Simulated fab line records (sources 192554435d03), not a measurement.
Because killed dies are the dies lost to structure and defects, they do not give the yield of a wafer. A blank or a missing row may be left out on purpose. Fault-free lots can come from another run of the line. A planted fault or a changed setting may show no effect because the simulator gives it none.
fab line records	flow n5-finfet
record: lots: 6	wafers: 16	last-day: 19
route steps=1938 shown BEOL_M0@739 BEOL_M1@751 BEOL_M4@1111
lots that met no fault: from a run of the same line without faults
start-h: start of the lot's first displayed wafer, in hours after the record's first day	wait-h: hours from the lot's prior step to this one	" repeats the value in the row above	L1.1+2: several wafers, shown together as one row	- no value, or no start was given	* or withheld: withheld	< > ~ a bound
route shown NAME@n: names a module that has steps shown in the file, with the first one's number in the route	usual: mean/standard deviation of fault-free wafers	same: alike in all rows	chamber/n: place in a boat	sites: per-site readings	_std_site: standard deviation across them	_edge_site: mean of outer sites minus mean of inner sites	radius-mm: how far each site lies from the wafer's centre	mask NAME#n: copy n	behind: the most recent tool/chamber to have shaped the wafer	hold: reason for holding the lot/hours on hold/outcome of the hold	device: the transistor (n, p or np) that didn't switch	end of line: at the end of the route, the tests of the same wafers	for a step that has no rows: nothing shown but its recipe	killed: not the wafer's yield, but the dies lost to structure and defects at the first sort	map: a wafer's dies, x killed, . not, _ none there
set.NAME: the setting that was run; set.NAME@STEP: the one run at that earlier step	model.NAME: the simulator's own value behind a step, which no gauge read
lots at some steps of the route; a table a step, a row a wafer
services: when a tool's chamber went out of use (start-h, in hours from the record's first day, below 0 if earlier), for how many hours, and the reason
== steps ==
step: N5_BEOL_M0_ANNEAL_135
recipe: temp-c: 400	time-s: 60	ambient: vacuum
step: N5_BEOL_M0_SPUTTER_141
recipe: material: Cu	target-thk-a: 40	temp-c: -20	chamber-pressure-pa: 0.07	power-w: withheld	time-s: 7.37
step: N5_BEOL_M0_ECD_118
recipe: material: Cu	target-thk-a: 3000
step: N5_BEOL_M0_ANNEAL_119
recipe: temp-c: 225	time-s: 90	ambient: N2
usual: wafer_temp_C_max: 226.2/0.32
lot.wafer	tool	chamber	start-h	wait-h	wafer_temp_C_max
L603.3	rtp-anneal-02	0	135.79	0.3	226.2
L603.4	"	0	"	"	226.6
L603.6	"	0	"	"	226.0
L604.2	rtp-anneal-01	0	139.66	0.1	226.0
L604.4	"	0	"	"	226.1
L604.6	"	0	"	"	225.9
L605.2	rtp-anneal-02	0	149.16	0.1	226.0
L605.3	"	0	"	"	226.4
L605.5	"	0	"	"	226.2
L610.2	rtp-anneal-02	0	181.67	0.4	225.6
L610.3	"	0	"	"	226.2
L610.4	"	0	"	"	225.8
L615.5	rtp-anneal-01	0	231.26	0.2	226.0
L615.6	"	0	"	"	226.0
L622.1	rtp-anneal-02	0	253.99	0.1	225.7
L622.3	"	0	"	"	226.0
step: N5_BEOL_M0_CMP_120
recipe: stop-on: SiOC	t-overpolish-s: 6.9	down-force-psi: 1	platen-rpm: 50	clearing-platen-down-force-psi: 1.5	clearing-platen-rpm: 50	post-cmp-clean: cu-alkaline	clearing-platen-pad-velocity-m-s: 0.99484	pad-velocity-m-s: 0.99484
step: N5_BEOL_M0_PRE_CLEAN_131
recipe: gas: NH3/H2	time-s: 15	temp-c: *	rf-power-w: 300
usual: heater-power-w: 83/25
lot.wafer	tool	chamber	start-h	wait-h	heater-power-w
L603.3	cvd-co-01	1	136.33	0.0	78
L603.4	"	2	"	"	118
L603.6	"	0	"	"	76
L604.2	cvd-co-02	1	140.25	0.0	111
L604.4	"	1	"	"	112
L604.6	"	0	"	"	40
L605.2	cvd-co-01	1	149.75	0.0	79
L605.3	"	2	"	"	114
L605.5	"	1	"	"	78
L610.2	cvd-co-02	0	182.39	0.2	41
L610.3	"	2	"	"	79
L610.4	"	1	"	"	112
L615.5	cvd-co-01	1	231.73	0.1	80
L615.6	"	0	"	"	78
L622.1	cvd-co-01	1	254.63	0.0	80
L622.3	"	0	"	"	78
step: N5_BEOL_M0_CO_CAP_123
recipe: material: Co	target-thk-a: 20	temp-c: 200	precursor: CCTBA/H2	pressure-torr: 30	time-s: 102.1
usual: heater-power-w: 233/31
lot.wafer	tool	chamber	start-h	wait-h	heater-power-w
L603.3	cvd-co-01	1	136.37	0.0	225
L603.4	"	2	"	"	281
L603.6	"	0	"	"	222
L604.2	cvd-co-02	1	140.29	0.0	277
L604.4	"	1	"	"	267
L604.6	"	0	"	"	184
L605.2	cvd-co-01	1	149.79	0.0	226
L605.3	"	2	"	"	283
L605.5	"	1	"	"	235
L610.2	cvd-co-02	0	182.43	0.0	180
L610.3	"	2	"	"	223
L610.4	"	1	"	"	269
L615.5	cvd-co-01	1	231.78	0.0	234
L615.6	"	0	"	"	231
L622.1	cvd-co-01	1	254.67	0.0	223
L622.3	"	0	"	"	227
step: N5_BEOL_M0_PRE_CLEAN_124
recipe: gas: NH3	time-s: 15	temp-c: withheld	rf-power-w: 300
step: N5_BEOL_M0_DEP_125
recipe: material: SiCN	target-thk-a: 80	temp-c: withheld	precursor: 3MS/NH3	pressure-torr: 3	rf-w: 202	time-s: 14
step: N5_BEOL_M0_RS_MEAS_126
recipe: thk-meas-gauge: four-point-probe	reads: Co_of_BEOL_M0_CO_CAP_123+Cu_of_BEOL_M0_ECD_118+Co_of_BEOL_M0_CVD_115+TaN_of_BEOL_M0_ALD_136
usual: M0_RS: 0.525/0.02
lot.wafer	tool	chamber	start-h	wait-h	M0_RS[ohm/sq]
L603.3	film-metro-01	-	136.55	0.1	0.536
L603.4	"	-	"	"	0.519
L603.6	"	-	"	"	0.503
L604.2	film-metro-02	-	140.47	0.1	0.524
L604.4	"	-	"	"	0.509
L604.6	"	-	"	"	0.531
L605.2	film-metro-02	-	150.00	0.1	0.534
L605.3	"	-	"	"	0.561
L605.5	"	-	"	"	0.550
L610.2	film-metro-02	-	182.61	0.1	0.506
L610.3	"	-	"	"	0.524
L610.4	"	-	"	"	0.527
L615.5	film-metro-01	-	231.93	0.0	0.534
L615.6	"	-	"	"	0.550
L622.1	film-metro-01	-	254.86	0.0	0.567
L622.3	"	-	"	"	0.562
step: N5_BEOL_M0_INSPECT_127
recipe: inspect-instrument: darkfield	mode: post-dep
usual: raw-defect-count: 70/24
lot.wafer	tool	chamber	start-h	wait-h	raw-defect-count
L603.3	defect-inspect-02	-	136.58	0.0	37
L603.4	"	-	"	"	46
L603.6	"	-	"	"	59
L604.2	defect-inspect-02	-	140.50	0.0	150
L604.4	"	-	"	"	98
L604.6	"	-	"	"	100
L605.2	defect-inspect-02	-	150.03	0.0	69
L605.3	"	-	"	"	91
L605.5	"	-	"	"	93
L610.2	defect-inspect-02	-	182.64	0.0	93
L610.3	"	-	"	"	73
L610.4	"	-	"	"	103
L615.5	defect-inspect-02	-	231.96	0.0	97
L615.6	"	-	"	"	58
L622.1	defect-inspect-01	-	254.88	0.0	70
L622.3	"	-	"	"	76
step: N5_BEOL_M1_ILD_DEP_00
recipe: material: SiOC	target-thk-a: 790	temp-c: 350	precursor: DEMS/O2	pressure-torr: 5	rf-w: 500	time-s: 15.3
usual: heater-power-w: 479/84	showerhead-plenum-p-Torr: 5.689/0.019	throttle-valve-pct: 11.7/0.34
lot.wafer	tool	chamber	start-h	wait-h	heater-power-w	showerhead-plenum-p-Torr	throttle-valve-pct	model.SiOC_of_BEOL_M1_ILD_DEP_00.thk-nm
L603.3	pecvd-03	0	136.62	0.0	451	5.681	11.5	78
L603.4	"	1	"	"	606	5.686	11.7	79
L603.6	"	0	"	"	438	5.695	11.1	79
L604.2	pecvd-03	2	140.53	0.0	472	5.660	11.4	79
L604.4	"	1	"	"	653	5.699	11.7	80
L604.6	"	0	"	"	435	5.688	11.5	79.8
L605.2	pecvd-03	2	150.07	0.0	542	5.668	11.3	79.4
L605.3	"	1	"	"	543	5.686	11.8	78.2
L605.5	"	1	"	"	562	5.685	11.8	79.2
L610.2	pecvd-02	1	182.67	0.0	401	5.703	11.6	78.6
L610.3	"	0	"	"	551	5.697	11.9	79
L610.4	"	0	"	"	559	5.677	11.8	80
L615.5	pecvd-03	0	232.01	0.1	462	5.682	11.9	91.4
L615.6	"	2	"	"	536	5.662	11.5	78.8
L622.1	pecvd-03	1	254.92	0.0	599	5.695	11.9	89.4
L622.3	"	0	"	"	387	5.685	11.5	77.6
step: N5_BEOL_M1_THK_MEAS_01
recipe: reads: SiOC_of_BEOL_M1_ILD_DEP_00
usual: M1_ILD_THK: 78.7/0.98
lot.wafer	tool	chamber	start-h	wait-h	M1_ILD_THK[nm]
L603.3	film-metro-02	-	136.68	0.1	77.9
L603.4	"	-	"	"	79.0
L603.6	"	-	"	"	79.0
L604.2	film-metro-02	-	140.60	0.1	79.0
L604.4	"	-	"	"	80.0
L604.6	"	-	"	"	79.7
L605.2	film-metro-02	-	150.13	0.1	79.5
L605.3	"	-	"	"	78.3
L605.5	"	-	"	"	79.2
L610.2	film-metro-01	-	182.74	0.1	78.5
L610.3	"	-	"	"	79.1
L610.4	"	-	"	"	80.0
L615.5	film-metro-01	-	232.06	0.0	91.3
L615.6	"	-	"	"	78.8
L622.1	film-metro-02	-	254.99	0.0	89.4
L622.3	"	-	"	"	77.5
step: N5_BEOL_M1_PECVD_72
recipe: material: SiO2	target-thk-a: 160	temp-c: 400	precursor: TEOS/O2	pressure-torr: 5.5	rf-w: 450	teos-flow-sccm: 53.8	gas: O2	flow-sccm: 3000	time-s: 18
step: N5_BEOL_M1_HM_DEP_02
recipe: material: TiN	target-thk-a: 200	temp-c: 25	chamber-pressure-pa: 0.49996
step: N5_BEOL_M1_COAT_61
recipe: resist: SOC	temp-c: 250	time-s: 60	spin-rpm: 1500	resist-thk-nm: 60
step: N5_BEOL_M1_COAT_62
recipe: resist: SiARC	temp-c: 220	time-s: 60	spin-rpm: 1500	resist-thk-nm: 12
step: N5_BEOL_M1_COAT_73
recipe: resist: underlayer	temp-c: 205	time-s: 60	spin-rpm: 1500	resist-thk-nm: 5
step: N5_BEOL_M1_COAT_05
recipe: resist: CAR-EUV	spin-rpm: 1500	resist-thk-nm: 30
step: N5_BEOL_M1_EBR_07
recipe: solvent: PGMEA	ebr-width-mm: 1.5
step: N5_BEOL_M1_SOFTBAKE_06
recipe: temp-c: 110	time-s: 60	resist: CAR-EUV
step: N5_BEOL_M1_EXPOSE_08
recipe: mask-id: M1	na: 0.33	source-shape: dipole	sigma-inner: 0.369	sigma-outer: 0.767	polarization: unpolarized	dose-mj: 33
step: N5_BEOL_M1_PEB_09
recipe: peb-temp-c: 100	peb-time-s: 60	resist: CAR-EUV
step: N5_BEOL_M1_DEVELOP_10
recipe: develop-time-s: 30	developer: TMAH	resist: CAR-EUV	rinse-liquid: surfactant-rinse	dry: air-spin	dev-temp-c: 23
step: N5_BEOL_M1_CD_MEAS_11
recipe: target-cd-nm: 17.05	landing-energy-ev: 500	detector: se-inlens	polarity: opening
usual: cd-nm: 17.00/0.24
lot.wafer	tool	chamber	start-h	wait-h	cd-nm
L603.3	cd-sem-02	0	137.56	-	17.13
L603.4	"	0	"	"	17.14
L603.6	"	0	"	"	16.80
L604.2	cd-sem-02	0	141.35	-	16.87
L604.4	"	0	"	"	16.82
L604.6	"	0	"	"	16.39
L605.2	cd-sem-02	0	150.76	-	16.68
L605.3	"	0	"	"	16.91
L605.5	"	0	"	"	16.83
L610.2	cd-sem-03	0	185.06	-	17.14
L610.3	"	0	"	"	16.90
L610.4	"	0	"	"	16.72
L615.5	cd-sem-01	0	233.75	-	17.01
L615.6	"	0	"	"	17.11
L622.1	cd-sem-03	0	256.15	-	17.38
L622.3	"	0	"	"	16.93
step: N5_BEOL_M1_OVL_MEAS_12
recipe: points-per-wafer: 522
usual: M1_OVL: 0.1/0.68
lot.wafer	tool	chamber	start-h	wait-h	M1_OVL[nm]
L603.3	overlay-02	0	137.60	0.0	0.0
L603.4	"	0	"	"	-0.1
L603.6	"	0	"	"	-0.6
L604.2	overlay-01	0	141.38	0.0	0.8
L604.4	"	0	"	"	0.7
L604.6	"	0	"	"	0.1
L605.2	overlay-01	0	150.79	0.0	0.7
L605.3	"	0	"	"	-0.7
L605.5	"	0	"	"	0.2
L610.2	overlay-01	0	185.09	0.0	-0.2
L610.3	"	0	"	"	-0.1
L610.4	"	0	"	"	-1.4
L615.5	overlay-01	0	233.80	0.0	-0.5
L615.6	"	0	"	"	0.3
L622.1	overlay-01	0	256.18	0.0	-0.5
L622.3	"	0	"	"	0.3
step: N5_BEOL_M1_INSPECT_13
recipe: mode: adi	inspect-instrument: brightfield
usual: raw-defect-count: 438/110
lot.wafer	tool	chamber	start-h	wait-h	raw-defect-count
L603.3	defect-inspect-01	-	137.65	0.0	323
L603.4	"	-	"	"	392
L603.6	"	-	"	"	554
L604.2	defect-inspect-01	-	141.44	0.0	542
L604.4	"	-	"	"	509
L604.6	"	-	"	"	555
L605.2	defect-inspect-02	-	150.84	0.0	548
L605.3	"	-	"	"	688
L605.5	"	-	"	"	667
L610.2	defect-inspect-01	-	185.15	0.1	430
L610.3	"	-	"	"	421
L610.4	"	-	"	"	397
L615.5	defect-inspect-01	-	233.84	0.0	470
L615.6	"	-	"	"	623
L622.1	defect-inspect-01	-	256.24	0.1	569
L622.3	"	-	"	"	350
step: N5_BEOL_M1_DESCUM_16
recipe: chemistry: O2	time-s: 7	source-power-w: 50	bias-power-w: 20	pressure-mtorr: 20	rf-frequency-hz: 2.712e+07	temp-c: 40	resist: CAR-EUV	o2-flow-sccm: 225
usual: drypump-motor-current-A: 5.7/0.45	oes-product-au: 0.76/0.076	rf-vpp-V: 243.1/1.1	showerhead-plenum-p-Torr: 2.09/0.058	throttle-valve-pct: 20.44/0.2
lot.wafer	tool	chamber	start-h	wait-h	drypump-motor-current-A	oes-product-au	rf-hours-counter-h	rf-vpp-V	showerhead-plenum-p-Torr	throttle-valve-pct
L603.3	rie-diel-06	1	137.75	0.1	6.6	0.69	216	244.6	2.07	20.49
L603.4	"	2	"	"	5.6	0.76	165	243.9	2.17	20.39
L603.6	"	1	"	"	6.5	0.68	-	244.2	2.07	20.50
L604.2	rie-diel-02	1	141.47	0.0	5.6	0.87	32	244.0	2.04	20.37
L604.4	"	0	"	"	5.1	0.70	182	242.9	2.17	20.74
L604.6	"	0	"	"	5.1	0.71	-	242.9	2.17	20.71
L605.2	rie-diel-05	3	150.88	0.0	5.1	0.68	234	241.7	2.06	20.68
L605.3	"	0	"	"	5.3	0.85	74	242.1	2.03	20.06
L605.5	"	3	"	"	5.1	0.68	-	243.2	2.07	20.67
L610.2	rie-diel-06	3	185.19	0.0	5.6	0.72	183	245.1	2.18	20.65
L610.3	"	2	"	"	5.6	0.74	176	244.6	2.17	20.41
L610.4	"	1	"	"	6.6	0.69	227	242.7	2.07	20.51
L615.5	rie-diel-05	2	233.89	0.0	6.2	0.82	-	243.4	2.13	20.17
L615.6	"	0	"	"	5.3	0.83	-	243.7	2.03	20.09
L622.1	rie-diel-06	3	256.28	0.0	5.6	0.70	202	245.2	2.17	20.66
L622.3	"	0	"	"	5.2	0.78	129	242.4	2.01	20.65
step: N5_BEOL_M1_ETCH_74
recipe: chemistry: N2/H2	target: underlayer	target-depth-a: 65	mask-material: CAR-EUV	time-s: 5.2	ion-energy-ev: 200	pressure-mtorr: 30	source-w: 840	bias-w: 150	n2-flow-sccm: 200	h2-flow-sccm: 200	ends: cleared
step: N5_BEOL_M1_ETCH_63
recipe: chemistry: CF4	target: SiARC	target-depth-a: 156	mask-material: CAR-EUV	time-s: 26	ion-energy-ev: 80	pressure-mtorr: 40	source-w: 545	bias-w: 36	Ar_flow_sccm: 100	cf4-flow-sccm: 100	ends: cleared
step: N5_BEOL_M1_ETCH_64
recipe: chemistry: N2/H2	target: SOC	target-depth-a: 750	overetch-a: 150	mask-material: SiARC	temp-c: 40	time-s: 112.5	ion-energy-ev: 200	pressure-mtorr: 30	source-w: 840	bias-w: 150	n2-flow-sccm: 200	h2-flow-sccm: 200
step: N5_BEOL_M1_STRIP_65
recipe: chemistry: N2/H2	temp-c: 40	n2-flow-sccm: 200	h2-flow-sccm: 200	rf-frequency-hz: 6e+07
step: N5_BEOL_M1_STRIP_75
recipe: chemistry: N2/H2	temp-c: 40	n2-flow-sccm: 200	h2-flow-sccm: 200	rf-frequency-hz: 6e+07
step: N5_BEOL_M1_STRIP_66
recipe: chemistry: CF4	resist: SiARC	power-w: 300	bias-power-w: 75	pressure-mtorr: 50	cf4-flow-sccm: 150	rf-frequency-hz: 6e+07
step: N5_BEOL_M1_HM_OPEN_17
recipe: chemistry: Cl2/BCl3	target-depth-a: 200	overetch-a: 60	target: TiN	mask-material: SOC	ion-energy-ev: 150	pressure-mtorr: 10	icp-w: 1000	bias-w: 126	Cl2_flow_sccm: 53.25	bcl3-flow-sccm: 21.75	Ar_flow_sccm: 25
usual: drypump-motor-current-A: 5.6/0.48	mfc-ar-sccm: 25.00/0.074	oes-product-au: 0.59/0.05	throttle-valve-pct: 22.05/0.21
lot.wafer	tool	chamber	start-h	wait-h	drypump-motor-current-A	mfc-ar-sccm	oes-product-au	rf-hours-counter-h	throttle-valve-pct
L603.3	rie-metal-03	1	138.02	0.1	4.9	25.05	0.53	-	21.90
L603.4	"	0	"	"	6.1	25.00	0.61	-	22.38
L603.6	"	1	"	"	4.9	25.03	0.54	-	21.92
L604.2	rie-metal-02	1	141.72	0.0	5.5	24.93	0.64	49	21.85
L604.4	"	0	"	"	5.8	24.93	0.56	-	21.97
L604.6	"	0	"	"	5.8	25.18	0.57	-	21.95
L605.2	rie-metal-01	0	151.12	0.0	4.8	24.97	0.53	120	21.88
L605.3	"	1	"	"	5.9	25.12	0.70	-	22.03
L605.5	"	1	"	"	5.9	24.94	0.71	-	22.03
L610.2	rie-metal-02	0	185.44	0.0	5.8	24.99	0.56	98	22.00
L610.3	"	1	"	"	5.5	24.85	0.63	-	21.88
L610.4	"	0	"	"	5.7	25.00	0.56	-	21.98
L615.5	rie-metal-02	1	234.18	0.1	5.5	24.98	0.62	-	21.87
L615.6	"	0	"	"	5.7	24.89	0.56	-	22.00
L622.1	rie-metal-02	0	256.52	0.0	5.8	25.00	0.55	104	21.99
L622.3	"	0	"	"	5.7	25.04	0.56	-	22.01
step: N5_BEOL_M1_STRIP_19
recipe: chemistry: O2	power-w: 400	temp-c: 40	pressure-mtorr: 30	rf-frequency-hz: 6e+07	bias-power-w: 0	overash-fraction: 0.2	o2-flow-sccm: 225
step: N5_BEOL_M1_CD_MEAS_18
recipe: pitch-nm: 36	target-cd-nm: 18
usual: cd-nm: 18.0/0.39
lot.wafer	tool	chamber	start-h	wait-h	cd-nm
L603.3	cd-sem-01	-	138.18	0.1	18.2
L603.4	"	-	"	"	18.5
L603.6	"	-	"	"	18.1
L604.2	cd-sem-01	-	141.90	0.1	18.2
L604.4	"	-	"	"	17.8
L604.6	"	-	"	"	17.1
L605.2	cd-sem-01	-	151.31	0.1	17.9
L605.3	"	-	"	"	19.0
L605.5	"	-	"	"	18.1
L610.2	cd-sem-02	-	185.73	0.1	17.9
L610.3	"	-	"	"	17.9
L610.4	"	-	"	"	17.2
L615.5	cd-sem-02	-	234.36	0.0	17.9
L615.6	"	-	"	"	18.3
L622.1	cd-sem-01	-	256.70	0.0	17.9
L622.3	"	-	"	"	17.5
step: N5_BEOL_M1_COAT_67
recipe: resist: SOC	temp-c: 250	time-s: 60	spin-rpm: 1500	resist-thk-nm: 60
step: N5_BEOL_M1_COAT_68
recipe: resist: SiARC	temp-c: 220	time-s: 60	spin-rpm: 1500	resist-thk-nm: 12
step: N5_BEOL_M1_COAT_76
recipe: resist: underlayer	temp-c: 205	time-s: 60	spin-rpm: 1500	resist-thk-nm: 5
step: N5_BEOL_M1_COAT_22
recipe: resist: CAR-EUV	spin-rpm: 1500	resist-thk-nm: 30
step: N5_BEOL_M1_CMP_52
recipe: stop-on: SiOC	t-overpolish-s: 6.8	down-force-psi: 1	platen-rpm: 50	clearing-platen-down-force-psi: 1.5	clearing-platen-rpm: 50	post-cmp-clean: cu-alkaline	target-thk-nm: 40	clearing-platen-pad-velocity-m-s: 0.99484	pad-velocity-m-s: 0.99484
usual: edge-zone-pressure-frac: 1.000/0.0046	motor-current-A: 5.9/0.44
lot.wafer	tool	chamber	start-h	wait-h	edge-zone-pressure-frac	motor-current-A	model.Cu_of_BEOL_M1_ECD_50.thk-nm	model.SiOC_of_BEOL_M1_ILD_DEP_00.thk-nm
L603.3	cmp-03	0	152.63	0.2	1.001	5.5	40	77
L603.4	"	3	"	"	0.995	5.5	43	78
L603.6	"	0	"	"	1.001	5.6	40	78
L604.4	cmp-04	2	156.56	0.6	1.008	5.4	41.6	79
L604.2	"	3	"	"	1.002	6.7	39.4	78
L604.6	"	1	"	"	1.002	5.6	39.4	78.8
L605.3	cmp-03	3	168.48	0.2	1.008	5.5	40.4	77.2
L605.2	"	1	"	"	0.994	6.5	39.8	78.4
L605.5	"	3	"	"	1.003	5.3	40.8	78.2
L610.3	cmp-03	3	192.66	0.2	1.001	5.3	42.6	78
L610.4	"	0	"	"	0.999	5.6	42.8	79
L610.2	"	1	"	"	1.001	6.1	39.8	77.6
L615.6	cmp-03	1	243.77	0.2	1.003	5.9	40.8	77.8
L615.5	"	2	"	"	0.993	6.2	54.8	90.4
L622.1	cmp-04	1	271.93	0.8	0.998	6.0	49.6	88.4
L622.3	"	0	"	"	1.002	6.0	38.2	76.6
step: N5_BEOL_M4_RC_MEAS_101
usual: DIBL_N: 36.5/1.9	DIBL_P: 36.4/2.2	IOFF_N: 0.17/0.034	IOFF_P: 0.21/0.036	ION_N: 678/12	ION_P: 462/7.1	SS_N: 71.7/0.61	SS_P: 73.4/0.71	VT_N: 249/3.5	VT_P: -251/3
lot.wafer	tool	chamber	start-h	wait-h	DIBL_N[mV/V]	DIBL_P[mV/V]	IOFF_N[nA/um]	IOFF_P[nA/um]	ION_N[uA/um]	ION_P[uA/um]	SS_N[mV/dec]	SS_P[mV/dec]	VT_N[mV]	VT_P[mV]
L604.2	prober-01	0	192.88	0.2	34.3	34.1	0.14	0.19	681	467	71.1	72.9	251	-249
L604.4	"	0	"	"	36.2	36.3	0.18	0.21	689	469	70.6	73.3	246	-245
L604.6	"	0	"	"	35.8	35.6	0.17	0.20	679	461	71.6	73.6	249	-247
L603.3	prober-01	0	208.96	0.3	35.2	35.4	0.17	0.22	684	468	71.9	73.3	249	-249
L603.4	"	0	"	"	35.3	35.8	0.17	0.23	677	470	71.5	73.9	246	-249
L603.6	"	0	"	"	35.2	34.8	0.16	0.21	679	466	70.9	72.8	250	-249
L605.2	prober-02	0	209.56	0.2	39.7	41.1	0.24	0.31	690	470	73.1	75.1	242	-247
L605.3	"	0	"	"	35.9	35.4	0.16	0.20	673	456	71.1	72.3	250	-251
L605.5	"	0	"	"	38.7	37.9	0.23	0.26	690	466	71.9	74.1	244	-250
L610.2	prober-02	0	254.60	0.2	34.6	35.4	0.13	0.18	665	462	71.8	73.7	253	-250
L610.3	"	0	"	"	36.2	37.8	0.16	0.24	678	467	71.8	73.6	247	-246
L610.4	"	0	"	"	33.7	34.8	0.12	0.19	665	465	71.1	72.0	254	-248
L615.5	prober-02	0	295.21	0.6	31.8	31.3	0.09	0.13	658	458	70.4	71.8	258	-258
L615.6	"	0	"	"	37.3	38.2	0.17	0.22	680	468	71.7	73.7	249	-251
L622.1	prober-01	0	333.86	0.0	33.3	33.5	0.13	0.15	663	460	71.1	72.2	250	-253
L622.3	"	0	"	"	37.7	37.7	0.19	0.20	680	456	71.4	73.8	246	-250
== services ==
tool	chamber	start-h	hours	kind
cmp-04	-	116.65	5.2	pm
cmp-04	-	122.07	4.2	repair
rie-diel-02	-	134.86	0.7	repair
rie-metal-03	1	139.92	7.6	repair
cvd-co-01	-	143.79	1.0	repair
rie-metal-03	0	143.97	12.3	repair
cmp-03	-	153.70	4.0	pm
cmp-04	-	168.18	4.9	pm
cvd-co-01	-	178.62	0.5	repair
rie-metal-01	-	188.36	28.1	pm
pecvd-02	-	203.84	3.3	repair
rie-diel-02	3	205.74	6.4	repair
rie-diel-02	0	207.35	34.2	repair
pecvd-02	0	207.51	13.8	repair
pecvd-03	0	211.56	3.5	repair
cvd-co-01	-	219.89	0.2	repair
pecvd-03	-	222.51	6.0	pm
rie-metal-01	-	224.85	1.7	repair
cmp-04	-	250.04	4.0	pm
rie-diel-02	-	257.56	0.3	repair
rie-diel-05	2	260.27	5.0	repair
cmp-03	-	265.54	4.3	pm
cmp-04	-	268.18	0.3	repair
rie-diel-02	0	271.01	5.8	repair
== key ==
first-sign: step: N5_BEOL_M1_THK_MEAS_01	reading: M1_ILD_THK	direction: up	sigmas: 12	usual: 78.7	struck: 90.3
effect none on later readings
model-effect: step: N5_BEOL_M1_ILD_DEP_00	value: SiOC_of_BEOL_M1_ILD_DEP_00.thk-nm	without: 78.3	struck: 90.4
model-effect: step: N5_BEOL_M1_CMP_52	value: Cu_of_BEOL_M1_ECD_50.thk-nm	without: 40.1	struck: 52.2
met-at N5_BEOL_M1_ILD_DEP_00
struck-wafers L615.5,L622.1
onset-between 150.07 232.01
fault: kind: process-parameter-drift	tool: pecvd-03	chamber: -	onset-h: 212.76	steps: N5_BEOL_M1_ILD_DEP_00	channel: time-s	offset: *	shape: step	end-h: 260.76	scope: struck-wafers-only	acts-in: *	stated: *
